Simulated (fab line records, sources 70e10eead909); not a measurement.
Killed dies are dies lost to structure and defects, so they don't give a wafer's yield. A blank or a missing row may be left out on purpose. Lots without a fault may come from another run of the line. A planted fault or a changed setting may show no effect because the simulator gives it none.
Chamber matching | flow nand_harc | NHARC_P_ZERO_WELL_ETCH_63 on rie_si-02: 4 sister chambers
The step etches the open film in HBr/Cl2, target depth 120 nm, time 40.1 s. 8 wafers are shown with their chamber, then 9 later ones without.

WAFERS WITH THEIR CHAMBER
wafer  | chamber | drypump_motor_current_A (A) | oes_product_au (a.u.)
L086.1 | 2       | 6.0                         | 0.991
L087.5 | 1       | 5.9                         | 1.001
L089.4 | 0       | 5.6                         | 0.990
L089.5 | 2       | 6.0                         | 0.987
L089.6 | 3       | 6.8                         | 0.992
L092.1 | 1       | 6.0                         | 1.017
L092.5 | 0       | 5.6                         | 0.997
L092.6 | 3       | 6.8                         | 1.015

WAFERS WITHOUT THEIR CHAMBER
wafer  | drypump_motor_current_A (A) | oes_product_au (a.u.)
L093.1 | 6.8                         | 1.006
L093.2 | 5.6                         | 1.005
L093.5 | 6.0                         | 1.000
L094.1 | 5.6                         | 0.995
L094.2 | 6.0                         | 1.004
L094.3 | 6.0                         | 1.007
L097.2 | 6.8                         | 1.017
L097.3 | 5.6                         | 0.995
L097.6 | 6.8                         | 1.005

WHICH CHAMBER EACH WENT THROUGH
wafer  | from the rows above     | in truth
L093.1 | 3                       | 3
L093.2 | 0                       | 0
L093.5 | can't be placed: 2 or 1 | 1
L094.1 | 0                       | 0
L094.2 | can't be placed: 2 or 1 | 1
L094.3 | can't be placed: 1 or 2 | 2
L097.2 | 3                       | 3
L097.3 | 0                       | 0
L097.6 | 3                       | 3
Placed correctly: 6 of 9. Can't be placed from these rows: 3 (the true chamber is among the candidates in 3). Placed wrongly: 0.
How it was worked out, from the rows above alone: a wafer's distance from a chamber is the root of the sum, over the readings, of the square of ((its reading less the chamber's mean) divided by the reading's scatter). The wafer belongs to the nearest chamber; if the next one is less than 2 further off, it can't be placed. A chamber's mean is the mean of its shown wafers. The scatter: the root of (the sum of the squares of (reading less its chamber's mean) over the shown wafers, divided by (wafers less chambers)).
